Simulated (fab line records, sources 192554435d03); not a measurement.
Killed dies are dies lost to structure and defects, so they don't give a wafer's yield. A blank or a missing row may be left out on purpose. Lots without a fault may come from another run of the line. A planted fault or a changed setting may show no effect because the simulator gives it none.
Which tool did it? | flow n5_finfet | 10 lots, 29 wafers sampled, at 2 steps of a route of 1938

WHAT THE GAUGES READ, wafer by wafer
N5_BEOL_M10_CD_MEAS_18: pitch 140 nm, target cd 70 nm.
lot  | measured     | on        | cd_nm (nm)
L472 | day 10 13:05 | cd_sem-03 | 69.4 69.4
L473 | day 10 17:52 | cd_sem-02 | 68.9 68.5 69.4
L477 | day 11 19:26 | cd_sem-03 | 69.5 68.1 69.4
L478 | day 11 19:59 | cd_sem-03 | 69.4 69.4 69.8
L483 | day 13 07:46 | cd_sem-02 | 68.8 69.6 69.3
L486 | day 14 06:13 | cd_sem-03 | 70.3 68.4 69.6
L490 | day 14 10:24 | cd_sem-01 | 70.0 69.2 69.6
L489 | day 14 10:52 | cd_sem-02 | 69.8 69.3 70.0
L494 | day 15 15:25 | cd_sem-01 | 68.8 69.6 69.0
L495 | day 15 23:28 | cd_sem-03 | 69.5 69.1 70.0

WHICH TOOL RAN EACH LOT (tool, then ch and the chambers of the sampled wafers, then the start)
lot  | N5_BEOL_M10_STRIP_67
L472 | rie_diel-05 ch 1,3, day 10 12:41
L473 | rie_diel-03 ch 0,2,3, day 10 17:36
L477 | rie_diel-03 ch 1,2,3, day 11 19:08
L478 | rie_diel-03 ch 1,2,3, day 11 19:46
L483 | rie_diel-01 ch 0,1,2, day 13 07:33
L486 | rie_diel-03 ch 1,2,3, day 14 05:50
L490 | rie_diel-01 ch 0,2,3, day 14 10:08
L489 | rie_diel-01 ch 0,2, day 14 10:38
L494 | rie_diel-03 ch 0,2,3, day 15 15:11
L495 | rie_diel-03 ch 0,3, day 15 23:14
- N5_BEOL_M10_STRIP_67: strips in CF4.

THE ANSWER, worked out from the rows above alone
Rule: what is usual is taken from the lots themselves. Put in order of their means at a reading, lots are off if they are a third of the lots or fewer, leave a main group of 4 or more, and stand apart from it by a gap of 3 or more times the standard deviation of the main group's means; of several such gaps the widest counts. A main group whose means are all the same, to the digits that the tables above print for the reading, isn't used. A lot without any number at a reading at which 4 lots or more have one is off too. The other lots that the step has rows for count as sound.
No lot is off at any reading shown: from this, nothing can be told.

WHAT THE SIMULATOR HAD PUT IN
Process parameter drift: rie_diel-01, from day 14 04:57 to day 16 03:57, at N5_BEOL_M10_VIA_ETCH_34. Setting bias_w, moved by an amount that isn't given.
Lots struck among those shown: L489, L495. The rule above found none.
